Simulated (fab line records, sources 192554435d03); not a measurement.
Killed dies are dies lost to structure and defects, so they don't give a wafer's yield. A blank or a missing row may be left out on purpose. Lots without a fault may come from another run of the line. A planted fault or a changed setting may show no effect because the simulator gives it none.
fab line records | flow n5_finfet
record lots=7 wafers=39
route steps=1938 shown PMOS_HMC_CHANNEL_EPI@64 SD_EPI_N@279 BEOL_M0_SAQP@672 BEOL_M3@933 BEOL_M4@1037
start_h: hours from the record's first day to the start of the lot's first wafer shown | wait_h: hours since the lot's step before | " the same as in the row above | L1.1+2: a row that stands for several wafers | - no value, or no start given | * or withheld: withheld | < > ~ a bound
route shown NAME@n: a module of which the file shows steps, and the number in the route of the first | usual: mean/standard deviation of fault-free wafers | same: alike in all rows | chamber/n: place in a boat | sites: the reading at each site | _std_site: their standard deviation | _edge_site: outer sites' mean less inner sites' | radius_mm: how far each site lies from the wafer's centre | mask NAME#n: copy n | behind: the tool/chamber that last shaped the wafer | hold: why the lot was held/for how many hours/how that ended | device: the transistor (n, p or np) that didn't switch | end of line: the same wafers' tests at the end of the route | a step without rows: its recipe alone | killed: dies lost to structure and defects at the first sort, not the wafer's yield | map: a wafer's dies, x killed, . not, _ none there
set.NAME: the setting as run; set.NAME@STEP: as run at that earlier step | model.NAME: the simulator's own value behind a step, which no gauge read
lots whose settings were changed on purpose; a table a step, a row a wafer
## steps
# step N5_PMOS_HMC_CHANNEL_EPI_DEVELOP_08
# recipe develop_time_s=30 developer=TMAH resist=CAR-ArF-block dev_temp_c=23 rinse_liquid=diw dry=air_spin
# columns lot.wafer tool chamber start_h wait_h set.develop_time_s
L074.1+4+6 litho_track-04 0 - - 30
L074.2+3+5 " 0 " " 17.28
L079.2+5+6 litho_track-01 0 - - 30
L086.1+2+3+4+5+6 litho_track-01 0 - - 30
L090.1+4+5 litho_track-02 0 - - 39.42
L090.2+3+6 " 0 " " 30
L091.1+2+3+4+5+6 litho_track-02 0 - - 30
L092.1+2+4 litho_track-04 0 - - 17.64
L092.3+5+6 " 0 " " 30
L093.1+2+6 litho_track-04 0 - - 30
L093.3+4+5 " 0 " " 14.31
# step N5_PMOS_HMC_CHANNEL_EPI_CD_MEAS_09
# recipe target_cd_nm=237.4 landing_energy_ev=500 detector=se_inlens
# usual cd_nm=237.4/1.1
# columns lot.wafer tool chamber start_h wait_h set.develop_time_s@PMOS_HMC_CHANNEL_EPI_DEVELOP_08 cd_nm
L074.1 cd_sem-03 0 17.21 - 30 237.2
L074.2 " 0 " " 17.28 233.8
L074.3 " 0 " " 17.28 234.6
L074.4 " 0 " " 30 236.5
L074.5 " 0 " " 17.28 233.6
L074.6 " 0 " " 30 237.0
L079.2 cd_sem-01 0 47.19 - 30 237.4
L079.5 " 0 " " 30 238.7
L079.6 " 0 " " 30 238.7
L086.1 cd_sem-03 0 89.79 - 30 235.5
L086.2 " 0 " " 30 235.1
L086.3 " 0 " " 30 236.3
L086.4 " 0 " " 30 234.6
L086.5 " 0 " " 30 236.6
L086.6 " 0 " " 30 234.7
L090.1 cd_sem-03 0 113.48 - 39.42 239.0
L090.2 " 0 " " 30 237.4
L090.3 " 0 " " 30 237.2
L090.4 " 0 " " 39.42 240.0
L090.5 " 0 " " 39.42 239.6
L090.6 " 0 " " 30 237.9
L091.1 cd_sem-01 0 119.87 - 30 237.0
L091.2 " 0 " " 30 238.4
L091.3 " 0 " " 30 238.7
L091.4 " 0 " " 30 238.3
L091.5 " 0 " " 30 238.2
L091.6 " 0 " " 30 239.1
L092.1 cd_sem-01 0 125.35 - 17.64 233.4
L092.2 " 0 " " 17.64 233.4
L092.3 " 0 " " 30 236.9
L092.4 " 0 " " 17.64 235.1
L092.5 " 0 " " 30 238.0
L092.6 " 0 " " 30 237.5
L093.1 cd_sem-01 0 131.22 - 30 238.1
L093.2 " 0 " " 30 239.0
L093.3 " 0 " " 14.31 232.1
L093.4 " 0 " " 14.31 232.3
L093.5 " 0 " " 14.31 233.9
L093.6 " 0 " " 30 236.5
# step N5_PMOS_HMC_CHANNEL_EPI_DESCUM_14
# recipe chemistry=O2 time_s=7.9 source_power_w=50 bias_power_w=20 pressure_mtorr=20 rf_frequency_hz=2.712e+07 temp_c=40 resist=CAR-ArF-block o2_flow_sccm=225
# columns lot.wafer tool chamber start_h wait_h set.develop_time_s@PMOS_HMC_CHANNEL_EPI_DEVELOP_08 model.PMOS_HMC_CHANNEL_EPI.cd_nm
L074.1+6 rie_diel-01 1,0 17.30 0.0 30 236.9
L074.2 " 0 " " 17.28 233.8
L074.3 " 3 " " 17.28 234.7
L074.4 " 2 " " 30 236.4
L074.5 " 3 " " 17.28 233.3
L079.2 rie_diel-01 1 48.02 0.8 30 237.5
L079.5 " 2 " " 30 238.4
L079.6 " 3 " " 30 238.8
L086.1 rie_diel-01 2 90.18 0.3 30 235.8
L086.2 " 1 " " 30 235.2
L086.3 " 0 " " 30 236.2
L086.4+6 " 3,1 " " 30 234.8
L086.5 " 2 " " 30 236.7
L090.1 rie_diel-04 3 113.57 0.0 39.42 238.8
L090.2 " 0 " " 30 237.3
L090.3 " 1 " " 30 237.1
L090.4 " 1 " " 39.42 239.9
L090.5 " 0 " " 39.42 240
L090.6 " 3 " " 30 237.9
L091.1 rie_diel-04 3 119.96 0.0 30 236.8
L091.2+3 " 1,2 " " 30 238.5
L091.4 " 1 " " 30 238.6
L091.5 " 3 " " 30 237.8
L091.6 " 2 " " 30 239
L092.1 rie_diel-04 2 125.44 0.0 17.64 233.3
L092.2 " 3 " " 17.64 233.2
L092.3 " 1 " " 30 237.1
L092.4 " 2 " " 17.64 235
L092.5 " 1 " " 30 237.9
L092.6 " 3 " " 30 237.2
L093.1 rie_diel-02 0 131.31 0.0 30 238.5
L093.2 " 1 " " 30 239.1
L093.3 " 3 " " 14.31 232.1
L093.4 " 2 " " 14.31 232.5
L093.5 " 3 " " 14.31 233.7
L093.6 " 2 " " 30 236.7
# step N5_SD_EPI_N_ETCH_16
# recipe chemistry=CHF3/O2 target=SiO2 target_depth_a=50 mask_material=SOC pressure_mtorr=30 source_w=650 bias_w=170 Ar_flow_sccm=200 CHF3_flow_sccm=50 O2_flow_sccm=5 ion_energy_ev=200
# columns lot.wafer tool chamber start_h wait_h set.target_depth_a model.etch.depth_nm
L074.1 rie_diel-03 1 48.96 0.1 50 4.953
L074.2 " 2 " " 30.92 3.159
L074.3 " 3 " " 50 4.759
L074.4 " 0 " " 30.92 3.145
L074.5 " 2 " " 50 5.107
L074.6 " 3 " " 30.92 2.92
L079.2 rie_diel-05 2 81.96 0.1 50 5.135
L079.5 " 2 " " 50 5.091
L079.6 " 1 " " 50 4.997
L086.1 rie_diel-03 2 123.63 0.1 50 5.063
L086.2 " 3 " " 71.07 7.243
L086.3 " 0 " " 50 5.049
L086.4 " 3 " " 50 5.054
L086.5 " 0 " " 71.07 7.268
L086.6 " 2 " " 71.07 7.124
L090.1 rie_diel-05 0 145.44 0.1 31.66 3.147
L090.2 " 3 " " 50 5.209
L090.3 " 1 " " 31.66 3.163
L090.4 " 2 " " 31.66 3.206
L090.5 " 1 " " 50 4.958
L090.6 " 2 " " 50 5.084
L091.1 rie_diel-06 1 150.48 0.1 40.95 4.083
L091.2 " 3 " " 40.95 4.031
L091.3 " 0 " " 50 4.878
L091.4 " 2 " " 50 4.789
L091.5 " 1 " " 40.95 4.057
L091.6 " 0 " " 50 4.886
L092.1 rie_diel-03 0 160.69 0.1 50 5.04
L092.2 " 1 " " 23.67 2.431
L092.3 " 3 " " 50 5.078
L092.4 " 2 " " 50 5.084
L092.5 " 3 " " 23.67 2.411
L092.6 " 0 " " 23.67 2.413
L093.1 rie_diel-03 0 163.14 0.1 50 5.107
L093.2 " 1 " " 50 5.209
L093.3 " 3 " " 50 5.103
L093.4 " 2 " " 50 5.057
L093.5 " 3 " " 50 5.104
L093.6 " 0 " " 50 5.087
# step N5_BEOL_M0_SAQP_ETCH_106
# recipe chemistry=N2/H2 target=SOC target_depth_a=1500 stop_on=SiNx ion_energy_ev=100 bias_w=61 pressure_mtorr=30 source_w=850 n2_flow_sccm=200 h2_flow_sccm=200
# columns lot.wafer tool chamber start_h wait_h set.target_depth_a model.SOC_of_BEOL_M0_SAQP_COAT_105.thk_nm
L074.1 rie_diel-02 1 112.35 - 992.7 49.2
L074.2 " 0 " " 1500 23
L074.3 " 2 " " 992.7 52
L074.4 " 3 " " 1500 22.8
L074.5 " 2 " " 1500 27
L074.6 " 1 " " 992.7 49
L079.2 rie_diel-02 2 147.47 - 1500 27.8
L079.5 " 1 " " 1500 24.2
L079.6 " 0 " " 1500 23.8
L086.1+3 rie_diel-02 3,0 183.89 - 1734 11
L086.2 " 1 " " 1500 21.8
L086.4 " 2 " " 1500 26.6
L086.5 " 0 " " 1500 23.6
L086.6 " 3 " " 1734 10.6
L090.1 rie_diel-02 3 206.21 - 1500 23
L090.2+5 " 0 " " 1996 0
L090.3 " 2 " " 1996 3.8
L090.4 " 1 " " 1500 23.2
L090.6 " 1 " " 1500 22.8
L091.1 rie_diel-02 0 210.67 - 1500 22
L091.2 " 3 " " 1500 21.4
L091.3 " 1 " " 1500 22.2
L091.4 " 2 " " 1500 28
L091.5 " 3 " " 1500 21.8
L091.6 " 0 " " 1500 21.2
L092.1 rie_diel-01 2 219.79 - 1500 23.8
L092.2+3+5 " 1,0,2 " " 2053 0
L092.4+6 " 3 " " 1500 22
L093.1 rie_diel-02 1 225.94 - 1252 35.4
L093.2+6 " 0,3 " " 1500 22.6
L093.3 " 3 " " 1500 22.8
L093.4 " 2 " " 1252 39
L093.5 " 0 " " 1252 36
# step N5_BEOL_M0_SAQP_ETCH_107
# recipe chemistry=CH3F/O2 target=SiNx target_depth_a=300 mask_material=SOC pressure_mtorr=30 source_w=395 bias_w=73 Ar_flow_sccm=150 CH3F_flow_sccm=30 O2_flow_sccm=20 ion_energy_ev=120
# columns lot.wafer tool chamber start_h wait_h set.target_depth_a@BEOL_M0_SAQP_ETCH_106 model.SOC_of_BEOL_M0_SAQP_COAT_105.thk_nm
L074.1 rie_diel-02 1 112.41 0.0 992.7 38.2
L074.2+4 " 0,3 " " 1500 12
L074.3 " 2 " " 992.7 41.4
L074.5 " 2 " " 1500 16.4
L074.6 " 1 " " 992.7 38
L079.2 rie_diel-02 2 147.53 0.0 1500 17
L079.5 " 1 " " 1500 13.4
L079.6 " 0 " " 1500 13
L086.1+6 rie_diel-02 3 183.95 0.0 1734 0
L086.2 " 1 " " 1500 10.8
L086.3 " 0 " " 1734 0.2
L086.4 " 2 " " 1500 16
L086.5 " 0 " " 1500 12.8
L090.1+4 rie_diel-02 3,1 206.27 0.0 1500 12.2
L090.2+3+5 " 0,2,0 " " 1996 0
L090.6 " 1 " " 1500 12
L091.1+3 rie_diel-02 0,1 210.73 0.0 1500 11
L091.2 " 3 " " 1500 10.4
L091.4 " 2 " " 1500 17.4
L091.5 " 3 " " 1500 10.8
L091.6 " 0 " " 1500 10.2
L092.1 rie_diel-01 2 219.85 0.0 1500 13
L092.2+3+5 " 1,0,2 " " 2053 0
L092.4 " 3 " " 1500 11.2
L092.6 " 3 " " 1500 11
L093.1 rie_diel-02 1 226.00 0.0 1252 24.6
L093.2+6 " 0,3 " " 1500 11.6
L093.3 " 3 " " 1500 11.8
L093.4 " 2 " " 1252 28.4
L093.5 " 0 " " 1252 25.2
# step N5_BEOL_M3_PECVD_72
# recipe material=SiO2 target_thk_a=160 temp_c=400 precursor=TEOS/O2 pressure_torr=5.5 rf_w=450 teos_flow_sccm=53.8 gas=O2 flow_sccm=3000 time_s=18
# columns lot.wafer tool chamber start_h wait_h set.time_s model.SiO2_of_BEOL_M3_PECVD_72.thk_nm
L074.1 pecvd-02 0 140.68 0.0 18 16
L074.2 " 1 " " 18 15.4
L074.3 " 2 " " 18 15.6
L074.4 " 2 " " 10.59 9.6
L074.5+6 " 1,0 " " 10.59 9.2
L079.2 pecvd-03 2 178.91 0.0 18 15.2
L079.5 " 2 " " 18 15.8
L079.6 " 1 " " 18 16.2
L086.1 pecvd-02 1 221.94 0.0 18 15.6
L086.2+3 " 0,2 " " 18 16
L086.4 " 0 " " 18 16.4
L086.5 " 1 " " 18 15.8
L086.6 " 2 " " 18 16.2
L090.1+5 pecvd-02 2,1 238.47 0.0 18 16.4
L090.2 " 0 " " 24.28 21.8
L090.3 " 1 " " 24.28 21.6
L090.4 " 2 " " 18 16.6
L090.6 " 0 " " 24.28 22.2
L091.1+4+5 pecvd-01 1 239.32 0.0 18 16.2
L091.2 " 0 " " 27.36 23.6
L091.3+6 " 0 " " 27.36 24.2
L092.1 pecvd-02 0 251.39 0.0 18 15.8
L092.2+4+5 " 2,2,1 " " 18 16
L092.3 " 1 " " 18 15.6
L092.6 " 0 " " 18 16.2
L093.1 pecvd-01 1 255.44 0.0 18 15.8
L093.2+3 " 0 " " 18 16.2
L093.4 " 1 " " 27.66 24.6
L093.5 " 1 " " 27.66 24.8
L093.6 " 0 " " 27.66 24.4
# step N5_BEOL_M3_HM_DEP_02
# recipe material=TiN target_thk_a=200 temp_c=25 chamber_pressure_pa=0.49996
# step N5_BEOL_M3_COAT_61
# recipe resist=SOC temp_c=250 time_s=60 spin_rpm=1500 resist_thk_nm=60
# step N5_BEOL_M3_STRIP_97
# recipe chemistry=N2/H2 time_s=10 power_w=450 temp_c=40 pressure_mtorr=20 rf_frequency_hz=6e+07 bias_power_w=7 n2_flow_sccm=200 h2_flow_sccm=200
# step N5_BEOL_M3_HM_STRIP_39
# recipe chemistry=peroxide_tin_strip material=TiN target_depth_a=250 temp_c=50 time_s=158
# columns lot.wafer tool chamber start_h wait_h set.time_s@BEOL_M3_PECVD_72 model.SiO2_of_BEOL_M3_PECVD_72.thk_nm
L074.1 wet_bench-02 4 144.24 0.0 18 15.8
L074.2+3 " 3,5 " " 18 15.4
L074.4 " 1 " " 10.59 9.4
L074.5+6 " 2,0 " " 10.59 9
L079.2 wet_bench-02 4 183.34 0.0 18 15
L079.5 " 7 " " 18 15.6
L079.6 " 3 " " 18 16
L086.1 wet_bench-02 4 228.60 0.0 18 15.6
L086.2+3+5 " 2,1,3 " " 18 15.8
L086.4 " 5 " " 18 16.2
L086.6 " 6 " " 18 16
L090.1+5 wet_bench-02 2,1 243.37 0.0 18 16.2
L090.2 " 0 " " 24.28 21.8
L090.3 " 3 " " 24.28 21.4
L090.4 " 4 " " 18 16.4
L090.6 " 7 " " 24.28 22.2
L091.1+4 wet_bench-03 6,3 243.54 0.0 18 16
L091.2 " 4 " " 27.36 23.6
L091.3+6 " 7,5 " " 27.36 24.2
L091.5 " 0 " " 18 16.2
L092.1+2+4+5 wet_bench-04 4,6,7,1 254.26 0.0 18 15.8
L092.3 " 5 " " 18 15.4
L092.6 " 0 " " 18 16
L093.1 wet_bench-02 7 260.49 0.0 18 15.6
L093.2+3 " 3,0 " " 18 16
L093.4 " 2 " " 27.66 24.4
L093.5 " 1 " " 27.66 24.6
L093.6 " 4 " " 27.66 24.2
# step N5_BEOL_M4_DESCUM_16
# recipe chemistry=O2 time_s=7 source_power_w=50 bias_power_w=20 pressure_mtorr=20 rf_frequency_hz=2.712e+07 temp_c=40 resist=CAR-EUV o2_flow_sccm=225
# columns lot.wafer tool chamber start_h wait_h set.time_s model.CAR-EUV_of_BEOL_M4_COAT_05.thk_nm
L074.1 rie_diel-03 0 152.20 0.2 4.586 27.4
L074.2 " 3 " " 7 26.2
L074.3+6 " 2,0 " " 7 26
L074.4+5 " 2,3 " " 4.586 27.2
L079.2+5 rie_diel-06 3,1 190.19 0.0 7 26
L079.6 " 0 " " 7 26.2
L086.1+3+4+5+6 rie_diel-03 0,1,3,1,0 235.77 0.3 7 26.2
L086.2 " 2 " " 7 26
L090.1+3+5 rie_diel-03 3,2,1 248.26 0.0 7 26
L090.2+6 " 0,2 " " 4.165 27.4
L090.4 " 1 " " 4.165 27.2
L091.1 rie_diel-05 0 251.13 0.3 9.346 24.8
L091.2+4 " 1,2 " " 9.346 25
L091.3+5+6 " 2,0,1 " " 7 26
L092.1+2+3+4+5+6 rie_diel-06 2,1,3,0,3,0 259.23 0.0 7 26.2
L093.1+2+4 rie_diel-03 0,2,1 266.89 0.0 7 26.2
L093.3+6 " 3 " " 5.445 27
L093.5 " 2 " " 5.445 26.8
# step N5_BEOL_M4_ETCH_74
# recipe chemistry=N2/H2 target=underlayer target_depth_a=65 mask_material=CAR-EUV time_s=5.2 ion_energy_ev=200 pressure_mtorr=30 source_w=840 bias_w=150 n2_flow_sccm=200 h2_flow_sccm=200 ends=cleared
# columns lot.wafer tool chamber start_h wait_h set.time_s@BEOL_M4_DESCUM_16 model.CAR-EUV_of_BEOL_M4_COAT_05.thk_nm
L074.1+4+5 rie_diel-03 0,2,3 152.23 0.0 4.586 21.6
L074.2 " 3 " " 7 20.4
L074.3+6 " 2,0 " " 7 20.2
L079.2 rie_diel-06 3 190.23 0.0 7 20.2
L079.5+6 " 1,0 " " 7 20.4
L086.1+3+5 rie_diel-03 0,1,1 235.81 0.0 7 20.6
L086.2+4+6 " 2,3,0 " " 7 20.4
L090.1+3 rie_diel-03 3,2 248.30 0.0 7 20.2
L090.2+4+6 " 0,1,2 " " 4.165 21.6
L090.5 " 1 " " 7 20.4
L091.1 rie_diel-05 0 251.16 0.0 9.346 19
L091.2+4 " 1,2 " " 9.346 19.2
L091.3+5+6 " 2,0,1 " " 7 20.2
L092.1+2+3+4+5+6 rie_diel-06 2,1,3,0,3,0 259.26 0.0 7 20.4
L093.1 rie_diel-03 0 266.92 0.0 7 20.6
L093.2+4 " 2,1 " " 7 20.4
L093.3+6 " 3 " " 5.445 21.4
L093.5 " 2 " " 5.445 21.2
# step N5_BEOL_M4_ETCH_63
# recipe chemistry=CF4 target=SiARC target_depth_a=156 mask_material=CAR-EUV time_s=26 ion_energy_ev=80 pressure_mtorr=40 source_w=545 bias_w=36 Ar_flow_sccm=100 cf4_flow_sccm=100 ends=cleared
# columns lot.wafer tool chamber start_h wait_h set.time_s@BEOL_M4_DESCUM_16 model.CAR-EUV_of_BEOL_M4_COAT_05.thk_nm
L074.1+4+5 rie_diel-03 0,2,3 152.25 0.0 4.586 12.4
L074.2 " 3 " " 7 11.2
L074.3+6 " 2,0 " " 7 11
L079.2 rie_diel-06 3 190.24 0.0 7 11
L079.5+6 " 1,0 " " 7 11.2
L086.1+4+6 rie_diel-03 0,3,0 235.83 0.0 7 11.2
L086.2 " 2 " " 7 11
L086.3+5 " 1 " " 7 11.4
L090.1+3+5 rie_diel-03 3,2,1 248.32 0.0 7 11
L090.2+4+6 " 0,1,2 " " 4.165 12.4
L091.1 rie_diel-05 0 251.18 0.0 9.346 9.8
L091.2+4 " 1,2 " " 9.346 10
L091.3+5+6 " 2,0,1 " " 7 11
L092.1+2+3+4+5+6 rie_diel-06 2,1,3,0,3,0 259.28 0.0 7 11.2
L093.1+2+4 rie_diel-03 0,2,1 266.94 0.0 7 11.2
L093.3+6 " 3 " " 5.445 12.2
L093.5 " 2 " " 5.445 12
## key
split step=N5_PMOS_HMC_CHANNEL_EPI_DEVELOP_08 setting=develop_time_s stated=30 by=wafer
response step=N5_PMOS_HMC_CHANNEL_EPI_CD_MEAS_09 reading=cd_nm change=+0.0829 per=1% r=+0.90
response step=N5_PMOS_HMC_CHANNEL_EPI_DESCUM_14 reading=model.PMOS_HMC_CHANNEL_EPI.cd_nm change=+0.0846 per=1% r=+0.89
split step=N5_SD_EPI_N_ETCH_16 setting=target_depth_a stated=50 by=wafer
response step=N5_SD_EPI_N_ETCH_16 reading=model.etch.depth_nm change=+0.0503 per=1% r=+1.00
split step=N5_BEOL_M0_SAQP_ETCH_106 setting=target_depth_a stated=1500 by=wafer
response step=N5_BEOL_M0_SAQP_ETCH_106 reading=model.SOC_of_BEOL_M0_SAQP_COAT_105.thk_nm change=-0.696 per=1% r=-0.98
response step=N5_BEOL_M0_SAQP_ETCH_107 reading=model.SOC_of_BEOL_M0_SAQP_COAT_105.thk_nm change=-0.522 per=1% r=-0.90
split step=N5_BEOL_M3_PECVD_72 setting=time_s stated=18 by=wafer
response step=N5_BEOL_M3_PECVD_72 reading=model.SiO2_of_BEOL_M3_PECVD_72.thk_nm change=+0.155 per=1% r=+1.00
response step=N5_BEOL_M3_HM_STRIP_39 reading=model.SiO2_of_BEOL_M3_PECVD_72.thk_nm change=+0.156 per=1% r=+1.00
split step=N5_BEOL_M4_DESCUM_16 setting=time_s stated=7 by=wafer
response step=N5_BEOL_M4_DESCUM_16 reading=model.CAR-EUV_of_BEOL_M4_COAT_05.thk_nm change=-0.0332 per=1% r=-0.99
response step=N5_BEOL_M4_ETCH_74 reading=model.CAR-EUV_of_BEOL_M4_COAT_05.thk_nm change=-0.0349 per=1% r=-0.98
response step=N5_BEOL_M4_ETCH_63 reading=model.CAR-EUV_of_BEOL_M4_COAT_05.thk_nm change=-0.0358 per=1% r=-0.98
